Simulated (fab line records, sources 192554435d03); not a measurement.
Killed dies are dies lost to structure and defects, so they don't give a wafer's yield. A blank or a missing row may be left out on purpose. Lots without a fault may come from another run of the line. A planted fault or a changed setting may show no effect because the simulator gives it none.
One fault seen from 2 desks | flow n5_finfet | each desk has only its own numbers; what lay behind them comes last

THE TOOL OWNER'S DESK: ald_sin-04
The tool's own readings at N5_FIN_SAQP_SPACER2_ALD_28 (deposits SiO2, target thk 8.1 nm, pulse time 1 s, purge time 2 s): means of the sampled wafers that have a number, for each lot that ran on this tool. A lot is out of limits, marked OUT, if its mean lies more than 4 standard deviations from the usual mean; the brackets give that distance.
Columns: A = heater_power_w at N5_FIN_SAQP_SPACER2_ALD_28, usual 467 W; B = precursor_pulse_height_rel at N5_FIN_SAQP_SPACER2_ALD_28, usual 1.001; C = susceptor_temp_C at N5_FIN_SAQP_SPACER2_ALD_28, usual 300.02 C
lot  | first seen here | A   | B     | C
L661 | day 2 06:53     | 471 | 1.019 | 299.86
L662 | day 2 14:55     | 448 | 1.013 | 300.01
L666 | day 3 13:48     | 435 | 0.995 | 308.88 (+47) OUT
L667 | day 3 19:14     | 464 | 0.990 | 308.70 (+46) OUT
L681 | day 7 07:40     | 430 | 0.995 | 300.17
L682 | day 7 13:47     | 410 | 1.024 | 299.94
This desk's finding: out of limits on L666, L667; first on L666, day 3 13:48 (susceptor_temp_C at N5_FIN_SAQP_SPACER2_ALD_28). In limits: L661, L662, L681, L682.

THE METROLOGY DESK
What the gauges read, lot by lot, whatever tool the lot ran on: means of the sampled wafers that have a number. A lot is out of limits, marked OUT, if its mean lies more than 4 standard deviations from the usual mean; the brackets give that distance. Of its 11 readings 7 are shown: those that lie furthest out on some lot.
Columns: A = DIBL_P at N5_BEOL_M4_RC_MEAS_101, usual 36.4 mV/V; B = IOFF_N at N5_BEOL_M4_RC_MEAS_101, usual 0.156 nA/um; C = IOFF_P at N5_BEOL_M4_RC_MEAS_101, usual 0.210 nA/um; D = ION_N at N5_BEOL_M4_RC_MEAS_101, usual 675 uA/um; E = ION_P at N5_BEOL_M4_RC_MEAS_101, usual 463 uA/um; F = VT_N at N5_BEOL_M4_RC_MEAS_101, usual 250 mV; G = VT_P at N5_BEOL_M4_RC_MEAS_101, usual -250.3 mV
lot  | first seen here | A    | B     | C     | D   | E   | F   | G
L661 | day 2 05:38     | 37.2 | 0.159 | 0.201 | 679 | 464 | 250 | -251.0
L662 | day 2 13:34     | 36.3 | 0.156 | 0.203 | 671 | 458 | 249 | -248.4
L666 | day 3 11:49     | 34.4 | 0.155 | 0.213 | 679 | 468 | 251 | -249.0
L667 | day 3 18:12     | 36.6 | 0.147 | 0.188 | 663 | 456 | 251 | -253.6
L668 | day 3 23:55     | 39.0 | 0.187 | 0.238 | 683 | 465 | 244 | -247.9
L677 | day 6 06:11     | 36.8 | 0.170 | 0.207 | 686 | 465 | 248 | -251.8
L681 | day 7 06:38     | 37.4 | 0.179 | 0.219 | 681 | 465 | 247 | -250.6
L682 | day 7 12:23     | 37.2 | 0.168 | 0.233 | 677 | 470 | 248 | -249.5
L683 | day 7 17:55     | 37.6 | 0.159 | 0.224 | 671 | 467 | 250 | -249.1
This desk's finding: nothing out of limits on any of the 9 lots.

PUT TOGETHER
The tool owner's desk could have raised an alarm at day 3 13:48, on L666, L667.
The metrology desk saw nothing out of limits.
The metrology desk has L666, L667 on record, within its limits.
Of the lots named, all ran N5_FIN_SAQP_SPACER2_ALD_28 on ald_sin-04.

WHAT THE SIMULATOR HAD PUT IN
Process parameter drift: ald_sin-04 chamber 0, from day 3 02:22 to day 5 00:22, at N5_FIN_SAQP_SPACER2_ALD_28. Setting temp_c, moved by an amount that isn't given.
Lots struck among those shown: L666, L667.
Hours from the fault's start to each desk's first reading out of limits: the tool owner's desk, 11.
